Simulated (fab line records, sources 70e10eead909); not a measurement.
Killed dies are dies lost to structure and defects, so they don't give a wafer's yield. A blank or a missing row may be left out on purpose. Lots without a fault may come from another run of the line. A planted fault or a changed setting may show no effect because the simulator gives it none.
A struck lot beside a sound one | flow nand_harc | 39 steps out of a route of 1159
Sound: wafers L286.2, L286.3, L286.5. Struck: wafer L294.4. (L294.3, L294.5 of the same lot were not struck and are left out.) The cause comes at the end.
At each step with rows: each side's tool, then ch and its chambers, then its first start. Under that, the readings that differ: sound wafers | struck wafers | difference of the means | sigmas: that difference in standard deviations of wafers without a fault.
alike: readings whose means differ by less than 2 such deviations, and words and numbers that are the same on both sides. not compared: withheld readings, readings that some wafer has no value for, bounds like >300 that may hide the same value, and numbers for which the record gives no deviation and whose values overlap.
The two part at a step that has a row with sigmas, a row that says differs or no value, or rows on one side only. Numbers that don't overlap but have no deviation are shown without sigmas and don't part them. A reading that every wafer of one side lacks parts them only if that side has two wafers or more.

first, 1 step without rows for these wafers: NHARC_P_BONDPAD_HARDBAKE_10 (time 65 s).
NHARC_P_BONDPAD_DESCUM_11: chemistry O2, time 3 s.
  sound on rie_diel-08 ch 1,2,3, day 6 19:11; struck on rie_diel-08 ch 2, day 8 22:52
  alike: drypump_motor_current_A, oes_product_au, rf_vpp_V, showerhead_plenum_p_Torr, throttle_valve_pct
  not compared: rf_hours_counter_h
then, 2 steps without rows for these wafers: NHARC_P_BONDPAD_ETCH_37 (etches the open film in N2/H2, target depth 60 nm, overetch 18 nm, time 65.91 s); NHARC_P_BONDPAD_ETCH_12 (etches the open film in CHF3/O2, target depth 200 nm, time 100 s).
NHARC_P_BONDPAD_CD_MEAS_13:
  sound on cd_sem-03, day 6 19:30; struck on cd_sem-02, day 8 23:14
  alike: cd_nm
then, 3 steps without rows for these wafers: NHARC_P_BONDPAD_STRIP_15 (strips in O2); NHARC_P_BONDPAD_ETCH_24 (etches the open film in CF4/N2, target depth 30 nm, time 72.99 s); NHARC_P_BONDPAD_STRIP_16 (strips in post etch residue remover, time 600 s).
NHARC_P_BONDPAD_DEGAS_25: time 60 s.
  sound on pvd_sputter-02, day 6 20:10; struck on pvd_sputter-02, day 8 23:52
  alike: heater_power_w
then, 3 steps without rows for these wafers: NHARC_P_BONDPAD_PRE_CLEAN_26 (time 30 s); NHARC_P_BONDPAD_PVD_17 (deposits TaN, target thk 5 nm, time 8.06 s); NHARC_P_BONDPAD_PVD_27 (deposits Cu, target thk 30 nm, time 20.49 s).
NHARC_P_BONDPAD_ECD_18: material Cu, target thk 400 nm.
  sound on ecd_cu-02 ch 0,1, day 6 20:35; struck on ecd_cu-01 ch 0,1, day 9 00:19
then, 1 step without rows for these wafers: NHARC_P_BONDPAD_ANNEAL_28 (time 90 s).
NHARC_P_BONDPAD_CMP_19: polishes, t overpolish 30 s, cu recess touch 16 s, target thk 160.81 nm.
  sound on cmp-01 ch 0,1,2, day 6 21:15; struck on cmp-01 ch 1, day 9 00:58
  reading              | sound                | struck | difference | sigmas
  overpolish_run_s (s) | 30.016 29.995 30.007 | 29.988 | -0.018     | -2
  alike: edge_zone_pressure_frac, motor_current_A
  not compared: pad_life_wafers
then, 1 step without rows for these wafers: NHARC_P_BONDPAD_SRD_21 (time 30 s, dry time 20 s).
NHARC_P_BONDPAD_INSPECT_23:
  sound on defect_inspect-01, day 6 21:47; struck on defect_inspect-01, day 9 01:28
  alike: raw_defect_count
then, 3 steps without rows for these wafers: NHARC_P_BONDPAD_ACTIVATE_29 (chemistry N2, time 60 s); NHARC_P_BONDPAD_PRECLEAN_30 (cleans in DIW, time 300 s); NHARC_P_BONDPAD_SRD_31 (time 30 s, dry time 20 s).
NHARC_A_START_INSPECT_01:
  the record has rows for the sound wafers here (defect_inspect-01, day 6 22:16) and none for the struck ones
then, 11 steps without rows for these wafers: NHARC_A_ZERO_WELL_PRECLEAN_00 (cleans in SPM, time 600 s); NHARC_A_ZERO_WELL_SRD_01; NHARC_A_ZERO_WELL_DEHYDRATE_02 (time 120 s); NHARC_A_ZERO_WELL_HMDS_03 (time 30 s); NHARC_A_ZERO_WELL_COAT_18 (time 65 s); NHARC_A_ZERO_WELL_COAT_04 (resist thk 600 nm); NHARC_A_ZERO_WELL_SOFTBAKE_05 (time 70 s); NHARC_A_ZERO_WELL_EBR_06; NHARC_A_ZERO_WELL_EXPOSE_07 (exposes mask A ZERO); NHARC_A_ZERO_WELL_PEB_08 (peb time 80 s); NHARC_A_ZERO_WELL_DEVELOP_09 (time 50 s).
NHARC_A_ZERO_WELL_CD_MEAS_10: target cd 2000 nm.
  the record has rows for the sound wafers here (cd_sem-02 ch 0, day 6 23:11) and none for the struck ones
then, 1 step without rows for these wafers: NHARC_A_ZERO_WELL_HARDBAKE_11 (time 65 s).
NHARC_A_ZERO_WELL_DESCUM_12: chemistry O2, time 3 s.
  the record has rows for the sound wafers here (rie_diel-03 ch 0,2,3, day 6 23:23) and none for the struck ones
then, 1 step without rows for these wafers: NHARC_A_ZERO_WELL_ETCH_19 (etches the open film in N2/H2, target depth 80 nm, overetch 24 nm, time 87.88 s).
NHARC_A_ZERO_WELL_ETCH_13: etches the open film in HBr/Cl2, target depth 120 nm, time 40.1 s.
  the record has rows for the sound wafers here (rie_si-03 ch 0,2, day 6 23:34) and none for the struck ones
then, 1 step without rows for these wafers: NHARC_A_ZERO_WELL_STRIP_14 (strips in SPM, time 900 s).
-- the record jumps here: 12 days lie between the struck wafers' starts before and after (it left off in module A_ZERO_WELL and takes up again in module END, whose first step shown is number 1159 of the route) --
NHARC_END_SORT_01:
  sound on prober-01 ch 0, day 20 07:12; struck on prober-01 ch 0, day 21 12:13
  reading                  | sound          | struck | difference | sigmas
  defect_limited_yield (%) | 96.2 97.2 96.2 | 0      | -97        | -64
  killed_at_periphery      | 2 0 4          | 659    | +657       | +99 or more
  killed_dies              | 26 19 26       | 677    | +653       | +65
  sort_bin_2_pct (%)       | 0.4 0.6 1.5    | 97.6   | +96.8      | +99 or more
  sort_n_pass              | 651 658 651    | 0      | -653       | -65
  sort_rim_yield_pct (%)   | 98.1 98.1 97.2 | 0      | -98        | -47
  sort_yield_pct (%)       | 96.2 97.2 96.2 | 0      | -97        | -64
  alike: killed_at_array, killed_at_other, killed_open, killed_short, sort_bin_3_pct, sort_bin_4_pct

WHERE THEY PART
First at NHARC_P_BONDPAD_CMP_19; last, within this record, at NHARC_END_SORT_01.

WHY: what the simulator had put in
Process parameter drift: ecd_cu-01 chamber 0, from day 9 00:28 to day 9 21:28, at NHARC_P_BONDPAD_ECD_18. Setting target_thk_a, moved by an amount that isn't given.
